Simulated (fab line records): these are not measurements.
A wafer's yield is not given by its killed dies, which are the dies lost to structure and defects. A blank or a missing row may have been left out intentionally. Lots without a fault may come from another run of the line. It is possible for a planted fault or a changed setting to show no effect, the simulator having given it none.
Matching of chambers	flow nandHarc	NHARC_A_STAIRCASE_TRIM_196 on rieDiel-08 has 4 sister chambers
The step chemistry O2, time 211.2 s. 18 wafers are shown with their chamber, then 9 later ones without.

== WAFERS, EACH WITH ITS CHAMBER ==
wafer	chamber	drypumpMotorCurrentA (A)	showerheadPlenumPTorr (Torr)	oesProductAu (a.u.)
L074.1	3	6.0	3.65	0.996
L074.5	3	6.0	3.65	0.994
L074.6	2	5.6	3.28	1.007
L077.1	1	5.2	3.46	1.008
L077.2	2	5.7	3.28	1.007
L077.3	3	6.0	3.64	0.995
L077.4	0	5.6	3.61	0.984
L077.5	1	5.2	3.46	1.000
L077.6	2	5.6	3.28	1.003
L081.1	0	5.5	3.60	0.988
L081.2	2	5.7	3.27	1.009
L081.5	2	5.6	3.27	1.001
L081.3	1	5.2	3.46	1.019
L081.4	3	6.0	3.64	1.001
L081.6	3	6.0	3.64	1.000
L084.1	3	6.0	3.63	1.010
L084.2	1	5.2	3.45	1.002
L084.5	2	5.6	3.81	1.002

SIGNATURES (averages over the wafers above)
reading	chamber 0	chamber 1	chamber 2	chamber 3	scatter within a chamber
drypumpMotorCurrentA	5.550	5.200	5.633	6.000	0.0362
showerheadPlenumPTorr	3.6050	3.4575	3.3650	3.6417	0.13
oesProductAu	0.98600	1.00725	1.00483	0.99933	0.0057
Rule: distance of a wafer from a chamber = root of the sum over the readings of ((wafer's reading minus chamber's mean) / reading's scatter) squared. The wafer belongs to the nearest chamber; if the next one is less than 2 further off, it can't be placed. The scatter: take each reading less its chamber's mean, square it, sum over the shown wafers, divide by the number of wafers less the number of chambers, and take the root.

== WAFERS MISSING THEIR CHAMBER ==
wafer	drypumpMotorCurrentA (A)	showerheadPlenumPTorr (Torr)	oesProductAu (a.u.)
L085.1	6.0	3.63	0.988
L085.3	5.6	3.60	0.988
L085.4	5.6	3.81	0.982
L089.2	5.6	3.59	1.011
L089.4	5.6	3.80	1.010
L089.5	5.5	3.59	0.998
L088.2	5.5	3.59	0.999
L088.3	5.7	3.80	0.989
L088.6	5.6	3.80	1.008

== WHICH CHAMBER EACH ONE RAN IN ==
wafer	from the rows above	in truth
L085.1	3	3
L085.3	0	0
L085.4	0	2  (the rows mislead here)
L089.2	2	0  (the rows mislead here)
L089.4	can't be placed: 2 or 0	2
L089.5	can't be placed: 0 or 2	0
L088.2	can't be placed: 0 or 2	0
L088.3	can't be placed: 0 or 2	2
L088.6	can't be placed: 2 or 0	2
Correctly placed: 2 of 9. Can't be placed from these rows: 5 (the true chamber is among the candidates in 5). Placed wrongly: 2.
